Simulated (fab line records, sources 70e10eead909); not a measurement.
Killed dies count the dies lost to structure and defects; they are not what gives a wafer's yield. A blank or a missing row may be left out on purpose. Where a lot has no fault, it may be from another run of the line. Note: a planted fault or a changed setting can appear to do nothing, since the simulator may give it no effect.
Matching of chambers | flow nand harc | ald metal-04 running NHARC_P_CONTACT_ALD_22: 4 sister chambers
The step deposits TiN, target thk 3 nm, pulse time 1 s, ald cycles 150. 14 wafers are shown with their chamber, then 7 later ones without.

WAFERS PAIRED WITH THEIR CHAMBERS
wafer  | chamber | heater power w (W) | precursor pulse height rel
L577.1 | 1       | 1063               | 1.026
L577.3 | 3       | 1023               | 1.011
L577.4 | 2       | 1239               | 1.066
L584.2 | 3       | 1025               | 1.002
L584.3 | 0       | 1017               | 1.024
L584.4 | 2       | 1231               | 1.027
L585.1 | 1       | 1037               | 0.995
L585.2 | 2       | 1237               | 1.020
L585.4 | 3       | 1047               | 0.975
L587.3 | 0       | 1034               | 0.973
L587.4 | 1       | 1058               | 1.020
L587.5 | 1       | 1026               | 0.979
L589.1 | 3       | 1059               | 1.014
L589.3 | 0       | 1039               | 0.970

SIGNATURES (averages over the wafers above)
reading                    | chamber 0 | chamber 1 | chamber 2 | chamber 3 | scatter within a chamber
heater power w             | 1030.00   | 1046.00   | 1235.67   | 1038.50   | 14.6
precursor pulse height rel | 0.98900   | 1.00500   | 1.03767   | 1.00050   | 0.0234
Rule: distance of a wafer from a chamber = root of the sum over the readings of ((wafer's reading minus chamber's mean) / reading's scatter) squared. The wafer belongs to the nearest chamber; if the next one is less than 2 further off, it can't be placed. The scatter is the square root of a quotient: the sum, over the shown wafers, of each reading's squared deviation from its chamber's mean, divided by wafers minus chambers.

WAFERS MISSING THEIR CHAMBER
wafer  | heater power w (W) | precursor pulse height rel
L589.5 | 1042               | 0.970
L596.1 | 1046               | 1.028
L596.3 | 1076               | 0.983
L596.5 | 1062               | 0.998
L600.1 | 1052               | 1.014
L600.2 | 1057               | 0.977
L600.5 | 1029               | 0.983

WHICH CHAMBER EACH ONE RAN IN
wafer  | from the rows above          | in truth
L589.5 | can't be placed: 0 or 3 or 1 | 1
L596.1 | can't be placed: 1 or 3 or 0 | 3
L596.3 | can't be placed: 1 or 3 or 0 | 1
L596.5 | can't be placed: 1 or 3 or 0 | 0
L600.1 | can't be placed: 1 or 3 or 0 | 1
L600.2 | can't be placed: 1 or 3 or 0 | 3
L600.5 | can't be placed: 0 or 3 or 1 | 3
Correct placement for 0 of the 7. Can't be placed from these rows: 7 (the true chamber is among the candidates in 7). Wrongly placed: 0.
